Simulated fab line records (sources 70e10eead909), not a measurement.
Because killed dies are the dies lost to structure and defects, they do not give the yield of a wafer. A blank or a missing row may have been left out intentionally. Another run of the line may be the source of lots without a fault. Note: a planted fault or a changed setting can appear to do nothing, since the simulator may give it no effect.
fab line records	flow nand-harc	part 1 of 2: steps 1 to 30 of 36
record lots=5	wafers=15	last-day=33
route steps=1302 shown P_ZERO_WELL@56 P_STI@69
lots that met no fault: from a run of the same line without faults
start-h: hours from the record's first day to the start of the lot's first wafer shown	wait-h: hours elapsed since this lot's preceding step	" as in the row above	L1.1+2: several wafers, shown together as one row	- value missing, or start not given	* or withheld: withheld	< > ~ a bound
route shown NAME@n: NAME is a module with steps in the file, n the number in the route of the first one	usual: mean/standard deviation taken from wafers without a fault	same: alike in all rows	chamber/n: place in a boat	sites: per-site readings	_std_site: how widely they spread, as a standard deviation	_edge_site: the outer-site mean with the inner-site mean subtracted	radius-mm: for every site, how far away it sits from the centre of the wafer	mask NAME#n: copy n	behind: tool/chamber where the wafer was last shaped	hold: what put the lot on hold/how long, in hours/how the hold closed	device: transistor that didn't switch, given as n, p or np	end of line: at the end of the route, the tests of the same wafers	where a step has no rows: the recipe by itself	killed: the dies lost at the first sort to structure and to defects; this is not the yield of the wafer	map: a wafer's dies, marking killed ones x, the rest . and places with no die _
set.NAME: the setting that was run; set.NAME@STEP: the one run at that earlier step	model.NAME: the simulator's own value behind a step, which no gauge read
lots at some steps of the route; a table a step, a row a wafer
services: the hour from which a tool's chamber was out of use, counted from the record's first day as start-h (under 0 if before that day), plus the number of hours and why
## steps
# step NHARC_P_ZERO_WELL_EXPOSE_49
# recipe na=0.6	target-cd-nm=2000	dose-mj=22.64	mask-id=P_HVPW
lot.wafer	tool	chamber	start-h	wait-h	mask
L076.1+2+4	krf-scanner-03	0	45.76	-	P_HVPW#0
L078.3+4+6	krf-scanner-02	0	65.73	-	P_HVPW#0
L088.2+4+6	krf-scanner-02	0	165.56	-	P_HVPW#0
L091.1+3+6	krf-scanner-02	0	195.35	-	P_HVPW#0
L096.3+4+5	krf-scanner-02	0	245.57	-	P_HVPW#0
# step NHARC_P_ZERO_WELL_PEB_50
# recipe peb-temp-c=118	peb-time-s=85
# usual exhaust-pa=44.9/0.8
lot.wafer	tool	chamber	start-h	wait-h	exhaust-pa
L076.1	litho-track-07	0	45.83	0.1	45.3
L076.2	"	0	"	"	44.8
L076.4	"	0	"	"	44.2
L078.3	litho-track-05	0	65.79	0.1	45.0
L078.4	"	0	"	"	45.3
L078.6	"	0	"	"	46.5
L088.2	litho-track-07	0	165.62	0.1	44.1
L088.4	"	0	"	"	45.4
L088.6	"	0	"	"	45.9
L091.1	litho-track-07	0	195.42	0.1	43.8
L091.3	"	0	"	"	43.4
L091.6	"	0	"	"	44.1
L096.3	litho-track-05	0	245.63	0.1	44.8
L096.4	"	0	"	"	44.7
L096.5	"	0	"	"	43.7
# step NHARC_P_ZERO_WELL_DEVELOP_51
# recipe time-s=70
# usual exhaust-pa=45.0/0.89
lot.wafer	tool	chamber	start-h	wait-h	exhaust-pa
L076.1	litho-track-07	0	-	-	44.6
L076.2	"	0	"	"	43.3
L076.4	"	0	"	"	44.9
L078.3	litho-track-05	0	-	-	45.4
L078.4	"	0	"	"	45.1
L078.6	"	0	"	"	44.1
L088.2	litho-track-07	0	-	-	44.9
L088.4	"	0	"	"	44.8
L088.6	"	0	"	"	43.5
L091.1	litho-track-07	0	-	-	46.0
L091.3	"	0	"	"	45.0
L091.6	"	0	"	"	46.3
L096.3	litho-track-05	0	-	-	44.0
L096.4	"	0	"	"	43.9
L096.5	"	0	"	"	44.0
# step NHARC_P_ZERO_WELL_CD_MEAS_52
# recipe target-cd-nm=2000	landing-energy-ev=500
# usual cd-nm=2000.7/1.9
lot.wafer	tool	chamber	start-h	wait-h	cd-nm
L076.1	cd-sem-01	0	45.92	-	2000.8
L076.2	"	0	"	"	2002.5
L076.4	"	0	"	"	2000.9
L078.3	cd-sem-03	0	65.89	-	2000.7
L078.4	"	0	"	"	1998.5
L078.6	"	0	"	"	1999.8
L088.2	cd-sem-03	0	165.72	-	1999.1
L088.4	"	0	"	"	2003.4
L088.6	"	0	"	"	2002.7
L091.1	cd-sem-02	0	195.51	-	2002.4
L091.3	"	0	"	"	2001.0
L091.6	"	0	"	"	2001.8
L096.3	cd-sem-02	0	245.72	-	2001.2
L096.4	"	0	"	"	1999.2
L096.5	"	0	"	"	1998.0
# step NHARC_P_ZERO_WELL_HARDBAKE_53
# recipe temp-c=125	time-s=80
# usual exhaust-pa=44.9/0.98
lot.wafer	tool	chamber	start-h	wait-h	exhaust-pa
L076.1	litho-track-02	0	46.00	-	46.3
L076.2	"	0	"	"	47.8
L076.4	"	0	"	"	47.0
L078.3	litho-track-02	0	65.97	-	45.0
L078.4	"	0	"	"	44.4
L078.6	"	0	"	"	44.2
L088.2	litho-track-05	0	165.80	-	44.0
L088.4	"	0	"	"	44.8
L088.6	"	0	"	"	46.2
L091.1	litho-track-05	0	195.59	-	44.9
L091.3	"	0	"	"	43.3
L091.6	"	0	"	"	46.4
L096.3	litho-track-02	0	245.80	-	44.9
L096.4	"	0	"	"	44.8
L096.5	"	0	"	"	45.6
# step NHARC_P_ZERO_WELL_DESCUM_54
# recipe time-s=3	o2-flow-sccm=200	ar-flow-sccm=0	bias-power-w=0	chemistry=O2
# usual drypump-motor-current-A=5.9/0.39	mfc-ar-sccm=0.012/0.015	oes-product-au=1.004/0.0099	rf-vpp-V=57.8/0.83	showerhead-plenum-p-Torr=1.91/0.066	throttle-valve-pct=11.311/0.0093
lot.wafer	tool	chamber	start-h	wait-h	drypump-motor-current-A	mfc-ar-sccm	oes-product-au	rf-hours-counter-h	rf-vpp-V	showerhead-plenum-p-Torr	throttle-valve-pct
L076.2	rie-diel-03	0	46.25	-	6.5	0.002	0.988	28	58.0	2.02	11.311
L076.4	"	1	"	"	5.7	0	1.001	20	57.6	1.98	11.317
L076.1	"	2	"	"	5.0	0	1.006	34	56.5	1.96	11.305
L078.3	rie-diel-12	0	66.06	-	6.2	0	1.019	50	58.4	1.87	11.313
L078.4	"	1	"	"	6.2	0.035	1.016	47	57.5	1.96	11.300
L078.6	"	2	"	"	5.6	0	1.011	-	58.0	1.96	11.321
L088.2	rie-diel-12	2	165.90	-	5.6	0	0.996	15	58.5	1.95	11.314
L088.4	"	3	"	"	6.1	0.021	1.010	19	58.0	1.82	11.308
L088.6	"	0	"	"	6.2	0	1.000	-	56.9	1.87	11.297
L091.1	rie-diel-12	0	195.67	-	6.2	0	1.010	28	57.3	1.86	11.312
L091.3	"	2	"	"	5.6	0	1.008	26	58.7	1.95	11.314
L091.6	"	0	"	"	6.2	0	1.014	-	58.0	1.86	11.321
L096.3	rie-diel-03	1	245.87	-	5.7	0	1.005	45	58.0	1.96	11.304
L096.4	"	3	"	"	5.9	0	1.004	43	58.9	1.78	11.310
L096.5	"	2	"	"	5.0	0	1.014	-	58.7	1.94	11.312
# step NHARC_P_ZERO_WELL_IMPLANT_55
# recipe energy-kev=180	dose-cm2=8e+11	tilt-deg=7
lot.wafer	tool	chamber	start-h	wait-h
L076.1+2+4	implanter-02	0	46.38	0.1
L078.3+4+6	implanter-02	0	66.24	0.2
L088.2+4+6	implanter-01	0	166.05	0.1
L091.1+3+6	implanter-02	0	195.81	0.1
L096.3+4+5	implanter-01	0	246.08	0.2
# step NHARC_P_ZERO_WELL_IMPLANT_61
# recipe energy-kev=30	dose-cm2=5e+11	tilt-deg=7
lot.wafer	tool	chamber	start-h	wait-h
L076.1+2+4	implanter-02	0	46.56	0.1
L078.3+4+6	implanter-02	0	66.42	0.1
L088.2+4+6	implanter-01	0	166.23	0.2
L091.1+3+6	implanter-02	0	196.00	0.2
L096.3+4+5	implanter-01	0	246.26	0.2
# step NHARC_P_ZERO_WELL_STRIP_56
# recipe time-s=840	temp-c=130	chemistry=SPM
# usual temp-c=130.01/0.14
lot.wafer	tool	chamber	start-h	wait-h	temp-c
L076.4	wet-bench-09	3	46.80	0.1	129.77
L076.1	"	4	"	"	130.23
L076.2	"	5	"	"	130.11
L078.4	wet-bench-04	1	66.58	0.1	129.80
L078.3	"	3	"	"	130.17
L078.6	"	4	"	"	130.10
L088.4	wet-bench-01	2	166.41	0.1	130.05
L088.2	"	3	"	"	129.98
L088.6	"	7	"	"	129.91
L091.6	wet-bench-01	3	196.20	0.0	130.07
L091.1	"	7	"	"	130.02
L091.3	"	0	"	"	129.94
L096.4	wet-bench-09	6	246.42	0.1	130.01
L096.5	"	0	"	"	129.98
L096.3	"	2	"	"	130.05
# step NHARC_P_ZERO_WELL_PRECLEAN_68
# recipe time-s=60	temp-c=50	bath-age-min=0	chemistry=SC1
# usual h2o2-flow-mL-min=56.60/0.19	temp-c=49.99/0.12
lot.wafer	tool	chamber	start-h	wait-h	h2o2-flow-mL-min	temp-c
L076.4	wet-bench-09	3	-	-	57.02	50.00
L076.1	"	4	"	"	56.51	50.12
L076.2	"	5	"	"	56.62	49.92
L078.4	wet-bench-04	1	-	-	56.72	50.06
L078.3	"	3	"	"	56.59	49.91
L078.6	"	4	"	"	56.65	50.10
L088.4	wet-bench-01	2	-	-	56.58	50.06
L088.2	"	3	"	"	56.61	50.12
L088.6	"	7	"	"	56.39	49.91
L091.6	wet-bench-01	3	-	-	56.77	50.20
L091.1	"	7	"	"	56.83	49.88
L091.3	"	0	"	"	56.72	50.04
L096.4	wet-bench-09	6	-	-	56.50	50.16
L096.5	"	0	"	"	56.82	49.98
L096.3	"	2	"	"	56.54	49.87
# step NHARC_P_ZERO_WELL_SRD_69
lot.wafer	tool	chamber	start-h	wait-h
L076.4+1+2	wet-bench-09	3,4,5	-	-
L078.4+3+6	wet-bench-04	1,3,4	-	-
L088.4+2+6	wet-bench-01	2,3,7	-	-
L091.6+1+3	wet-bench-01	3,7,0	-	-
L096.4+5+3	wet-bench-09	6,0,2	-	-
# step NHARC_P_ZERO_WELL_RTA_42
# recipe temp-c=1100	time-s=300
# usual lamp-power-pct=39.2/1.6	wafer_temp_C_max=1105.6/1.5
lot.wafer	tool	chamber	start-h	wait-h	lamp-power-pct	wafer_temp_C_max
L076.1	rtp-anneal-01	0	47.22	-	37.7	1105.2
L076.2	"	0	"	"	37.8	1103.9
L076.4	"	0	"	"	37.8	1109.2
L078.3	rtp-anneal-02	0	67.23	-	40.9	1104.7
L078.4	"	0	"	"	40.9	1104.9
L078.6	"	0	"	"	40.9	1105.9
L088.2	rtp-anneal-01	0	166.95	-	37.7	1105.6
L088.4	"	0	"	"	37.7	1104.3
L088.6	"	0	"	"	37.8	1105.5
L091.1	rtp-anneal-01	0	196.64	-	37.8	1106.4
L091.3	"	0	"	"	37.7	1107.0
L091.6	"	0	"	"	37.7	1104.8
L096.3	rtp-anneal-02	0	247.06	-	41.0	1105.1
L096.4	"	0	"	"	40.9	1104.3
L096.5	"	0	"	"	40.9	1106.2
# step NHARC_P_ZERO_WELL_INSPECT_43
# usual raw-defect-count=12/6.8
lot.wafer	tool	chamber	start-h	wait-h	raw-defect-count
L076.1	defect-inspect-01	-	47.89	0.6	13
L076.2	"	-	"	"	10
L076.4	"	-	"	"	13
L078.3	defect-inspect-01	-	67.69	0.4	8
L078.4	"	-	"	"	10
L078.6	"	-	"	"	11
L088.2	defect-inspect-02	-	167.53	0.5	19
L088.4	"	-	"	"	11
L088.6	"	-	"	"	6
L091.1	defect-inspect-01	-	197.31	0.6	11
L091.3	"	-	"	"	3
L091.6	"	-	"	"	6
L096.3	defect-inspect-01	-	247.52	0.4	37
L096.4	"	-	"	"	16
L096.5	"	-	"	"	8
# step NHARC_P_STI_ETCH_26
# recipe target-depth-a=110	chemistry=dHF	material=SiO2
lot.wafer	tool	chamber	start-h	wait-h
L076.4+2+1	wet-bench-05	7,0,1	47.95	0.0
L078.6+4+3	wet-bench-07	0,1,2	67.75	0.1
L088.2+4+6	wet-bench-05	3,5,6	167.59	0.1
L091.3+1+6	wet-bench-05	5,6,7	197.36	0.0
L096.5+4+3	wet-bench-05	5,6,0	247.62	0.1
# step NHARC_P_STI_PRECLEAN_27
# recipe time-s=*	temp-c=50	bath-age-min=0	chemistry=SC1
# usual h2o2-flow-mL-min=56.58/0.18	temp-c=49.99/0.11
lot.wafer	tool	chamber	start-h	wait-h	h2o2-flow-mL-min	temp-c
L076.4	wet-bench-05	7	48.01	0.1	56.32	50.07
L076.2	"	0	"	"	56.61	50.03
L076.1	"	1	"	"	56.20	49.90
L078.6	wet-bench-07	0	67.80	0.0	56.68	49.89
L078.4	"	1	"	"	56.71	50.00
L078.3	"	2	"	"	56.54	49.76
L088.2	wet-bench-05	3	167.65	0.0	56.45	49.85
L088.4	"	5	"	"	56.23	49.96
L088.6	"	6	"	"	56.83	50.06
L091.3	wet-bench-05	5	197.43	0.1	56.65	50.05
L091.1	"	6	"	"	56.38	50.03
L091.6	"	7	"	"	56.55	49.74
L096.5	wet-bench-05	5	247.67	0.0	56.59	50.00
L096.4	"	6	"	"	56.91	49.92
L096.3	"	0	"	"	56.35	50.04
# step NHARC_P_STI_SRD_28
lot.wafer	tool	chamber	start-h	wait-h
L076.4+2+1	wet-bench-05	7,0,1	-	-
L078.6+4+3	wet-bench-07	0,1,2	-	-
L088.2+4+6	wet-bench-05	3,5,6	-	-
L091.3+1+6	wet-bench-05	5,6,7	-	-
L096.5+4+3	wet-bench-05	5,6,0	-	-
# step NHARC_P_STI_OXIDE_29
# recipe target-thk-a=100	temp-c=900	ox-time-s=1362	material=SiO2
lot.wafer	tool	chamber	start-h	wait-h
L076.1+2+4	furnace-08	0	51.45	-
L078.3+4+6	furnace-08	0	73.04	-
L088.2+4+6	furnace-03	0	171.48	-
L091.1+3+6	furnace-08	0	200.56	-
L096.3+4+5	furnace-01	0	251.00	-
# step NHARC_P_STI_HM_DEP_30
# recipe target-thk-a=800	temp-c=790	pressure-mtorr=300	time-s=873	material=Si3N4
lot.wafer	tool	chamber	start-h	wait-h
L076.1+2+4	lpcvd-01	1	58.58	3.5
L078.3+4+6	lpcvd-02	0	80.17	3.5
L088.2+4+6	lpcvd-01	1	178.70	3.5
L091.1+3+6	lpcvd-01	0	207.76	3.5
L096.3+4+5	lpcvd-01	0	258.07	3.5
# step NHARC_P_STI_DEHYDRATE_01
# recipe temp-c=150	time-s=120
# usual exhaust-pa=45.1/0.87
lot.wafer	tool	chamber	start-h	wait-h	exhaust-pa
L076.1	litho-track-02	0	62.27	0.4	44.5
L076.2	"	0	"	"	45.7
L076.4	"	0	"	"	45.3
L078.3	litho-track-03	0	83.84	0.4	45.4
L078.4	"	0	"	"	47.0
L078.6	"	0	"	"	44.5
L088.2	litho-track-03	0	182.36	0.4	45.4
L088.4	"	0	"	"	46.1
L088.6	"	0	"	"	45.5
L091.1	litho-track-02	0	211.40	0.4	46.3
L091.3	"	0	"	"	45.3
L091.6	"	0	"	"	46.0
L096.3	litho-track-07	0	261.69	0.4	44.7
L096.4	"	0	"	"	45.9
L096.5	"	0	"	"	45.2
# step NHARC_P_STI_HMDS_02
# recipe time-s=30
# usual exhaust-pa=45.1/0.9
lot.wafer	tool	chamber	start-h	wait-h	exhaust-pa
L076.1	litho-track-02	0	-	-	45.5
L076.2	"	0	"	"	44.2
L076.4	"	0	"	"	45.7
L078.3	litho-track-03	0	-	-	44.5
L078.4	"	0	"	"	44.1
L078.6	"	0	"	"	44.6
L088.2	litho-track-03	0	-	-	44.9
L088.4	"	0	"	"	45.7
L088.6	"	0	"	"	46.7
L091.1	litho-track-02	0	-	-	44.3
L091.3	"	0	"	"	44.7
L091.6	"	0	"	"	45.4
L096.3	litho-track-07	0	-	-	45.0
L096.4	"	0	"	"	44.6
L096.5	"	0	"	"	44.8
# step NHARC_P_STI_COAT_41
# recipe temp-c=200	time-s=65
# usual exhaust-pa=45.2/0.84
lot.wafer	tool	chamber	start-h	wait-h	exhaust-pa
L076.1	litho-track-02	0	-	-	45.7
L076.2	"	0	"	"	45.8
L076.4	"	0	"	"	45.8
L078.3	litho-track-03	0	-	-	46.3
L078.4	"	0	"	"	45.9
L078.6	"	0	"	"	45.7
L088.2	litho-track-03	0	-	-	44.6
L088.4	"	0	"	"	44.5
L088.6	"	0	"	"	43.1
L091.1	litho-track-02	0	-	-	45.8
L091.3	"	0	"	"	45.8
L091.6	"	0	"	"	45.3
L096.3	litho-track-07	0	-	-	45.3
L096.4	"	0	"	"	44.9
L096.5	"	0	"	"	44.3
# step NHARC_P_STI_COAT_03
# recipe spin-rpm=2000	resist-thk-nm=600
# usual exhaust-pa=45.0/0.96	spin-speed-rpm=1999.9/1.4
lot.wafer	tool	chamber	start-h	wait-h	exhaust-pa	spin-speed-rpm
L076.1	litho-track-02	0	-	-	45.5	1998.2
L076.2	"	0	"	"	44.2	1998.8
L076.4	"	0	"	"	45.9	1999.3
L078.3	litho-track-03	0	-	-	44.2	2000.3
L078.4	"	0	"	"	42.8	1998.5
L078.6	"	0	"	"	44.7	1998.5
L088.2	litho-track-03	0	-	-	47.1	1997.8
L088.4	"	0	"	"	46.4	2000.5
L088.6	"	0	"	"	44.3	2000.6
L091.1	litho-track-02	0	-	-	44.0	2001.1
L091.3	"	0	"	"	45.8	2000.9
L091.6	"	0	"	"	45.2	1999.6
L096.3	litho-track-07	0	-	-	42.9	1998.9
L096.4	"	0	"	"	42.6	2001.5
L096.5	"	0	"	"	44.4	1999.0
# step NHARC_P_STI_SOFTBAKE_04
# recipe temp-c=125	time-s=70
# usual exhaust-pa=45.0/1
lot.wafer	tool	chamber	start-h	wait-h	exhaust-pa
L076.1	litho-track-02	0	-	-	45.8
L076.2	"	0	"	"	47.3
L076.4	"	0	"	"	46.7
L078.3	litho-track-03	0	-	-	46.2
L078.4	"	0	"	"	45.5
L078.6	"	0	"	"	44.6
L088.2	litho-track-03	0	-	-	46.4
L088.4	"	0	"	"	47.0
L088.6	"	0	"	"	46.5
L091.1	litho-track-02	0	-	-	44.4
L091.3	"	0	"	"	44.6
L091.6	"	0	"	"	45.1
L096.3	litho-track-07	0	-	-	43.9
L096.4	"	0	"	"	44.3
L096.5	"	0	"	"	44.7
# step NHARC_P_STI_EBR_05
# usual exhaust-pa=44.9/0.82
lot.wafer	tool	chamber	start-h	wait-h	exhaust-pa
L076.1	litho-track-02	0	-	-	44.5
L076.2	"	0	"	"	43.6
L076.4	"	0	"	"	44.5
L078.3	litho-track-03	0	-	-	44.7
L078.4	"	0	"	"	45.3
L078.6	"	0	"	"	45.9
L088.2	litho-track-03	0	-	-	44.0
L088.4	"	0	"	"	45.4
L088.6	"	0	"	"	45.1
L091.1	litho-track-02	0	-	-	45.3
L091.3	"	0	"	"	45.9
L091.6	"	0	"	"	44.2
L096.3	litho-track-07	0	-	-	46.3
L096.4	"	0	"	"	45.6
L096.5	"	0	"	"	45.8
# step NHARC_P_STI_EXPOSE_06
# recipe na=0.55	target-cd-nm=200	dose-mj=37.69	mask-id=P_STI
lot.wafer	tool	chamber	start-h	wait-h	mask
L076.1+2+4	krf-scanner-02	0	62.55	-	P_STI#0
L078.3+4+6	krf-scanner-02	0	84.14	-	P_STI#0
L088.2+4+6	krf-scanner-01	0	182.66	-	P_STI#0
L091.1+3+6	krf-scanner-04	0	211.69	-	P_STI#0
L096.3+4+5	krf-scanner-02	0	261.86	-	P_STI#0
# step NHARC_P_STI_PEB_07
# recipe peb-temp-c=128	peb-time-s=80
# usual exhaust-pa=44.9/0.86
lot.wafer	tool	chamber	start-h	wait-h	exhaust-pa
L076.1	litho-track-07	0	62.62	0.1	44.5
L076.2	"	0	"	"	45.4
L076.4	"	0	"	"	44.1
L078.3	litho-track-03	0	84.20	0.1	43.7
L078.4	"	0	"	"	44.6
L078.6	"	0	"	"	44.7
L088.2	litho-track-07	0	182.72	0.1	44.8
L088.4	"	0	"	"	44.5
L088.6	"	0	"	"	42.7
L091.1	litho-track-07	0	211.76	0.1	45.7
L091.3	"	0	"	"	45.6
L091.6	"	0	"	"	44.6
L096.3	litho-track-02	0	261.92	0.1	45.1
L096.4	"	0	"	"	43.2
L096.5	"	0	"	"	46.0
# step NHARC_P_STI_DEVELOP_08
# recipe time-s=50	dev-temp-c=22
# usual exhaust-pa=44.9/0.73
lot.wafer	tool	chamber	start-h	wait-h	exhaust-pa
L076.1	litho-track-07	0	-	-	46.0
L076.2	"	0	"	"	45.3
L076.4	"	0	"	"	44.7
L078.3	litho-track-03	0	-	-	43.7
L078.4	"	0	"	"	45.6
L078.6	"	0	"	"	44.7
L088.2	litho-track-07	0	-	-	46.0
L088.4	"	0	"	"	44.2
L088.6	"	0	"	"	44.9
L091.1	litho-track-07	0	-	-	45.9
L091.3	"	0	"	"	45.2
L091.6	"	0	"	"	45.4
L096.3	litho-track-02	0	-	-	45.7
L096.4	"	0	"	"	43.8
L096.5	"	0	"	"	45.6
# step NHARC_P_STI_CD_MEAS_09
# recipe target-cd-nm=200	landing-energy-ev=500
# usual cd-nm=201.2/2.3
lot.wafer	tool	chamber	start-h	wait-h	cd-nm
L076.1	cd-sem-03	0	62.71	-	200.7
L076.2	"	0	"	"	198.7
L076.4	"	0	"	"	200.1
L078.3	cd-sem-02	0	84.29	-	197.7
L078.4	"	0	"	"	201.0
L078.6	"	0	"	"	199.5
L088.2	cd-sem-01	0	182.80	-	202.1
L088.4	"	0	"	"	198.8
L088.6	"	0	"	"	202.4
L091.1	cd-sem-01	0	211.84	-	201.4
L091.3	"	0	"	"	200.0
L091.6	"	0	"	"	200.2
L096.3	cd-sem-03	0	262.00	-	198.3
L096.4	"	0	"	"	198.2
L096.5	"	0	"	"	200.9
# step NHARC_P_STI_OVL_MEAS_10
# usual overlay-x-nm=0/6.4	overlay-y-nm=1/6
lot.wafer	tool	chamber	start-h	wait-h	overlay-x-nm	overlay-y-nm
L076.1	overlay-01	-	62.79	-	10	-1
L076.2	"	-	"	"	10	-1
L076.4	"	-	"	"	9	-1
L078.3	overlay-01	-	84.37	-	-7	-2
L078.4	"	-	"	"	-7	-1
L078.6	"	-	"	"	-7	-1
L088.2	overlay-01	-	182.89	-	9	-2
L088.4	"	-	"	"	9	-2
L088.6	"	-	"	"	9	-1
L091.1	overlay-01	-	211.93	-	5	8
L091.3	"	-	"	"	5	8
L091.6	"	-	"	"	6	8
L096.3	overlay-02	-	262.09	-	-4	2
L096.4	"	-	"	"	-4	2
L096.5	"	-	"	"	-4	2
# step NHARC_P_STI_INSPECT_11
# usual raw-defect-count=5.4/2.8
lot.wafer	tool	chamber	start-h	wait-h	raw-defect-count
L076.1	defect-inspect-02	-	62.83	0.0	5
L076.2	"	-	"	"	4
L076.4	"	-	"	"	2
L078.3	defect-inspect-01	-	84.41	0.0	3
L078.4	"	-	"	"	8
L078.6	"	-	"	"	9
L088.2	defect-inspect-02	-	182.93	0.0	11
L088.4	"	-	"	"	9
L088.6	"	-	"	"	7
L091.1	defect-inspect-01	-	211.97	0.0	8
L091.3	"	-	"	"	3
L091.6	"	-	"	"	6
L096.3	defect-inspect-01	-	262.12	0.0	3
L096.4	"	-	"	"	2
L096.5	"	-	"	"	3
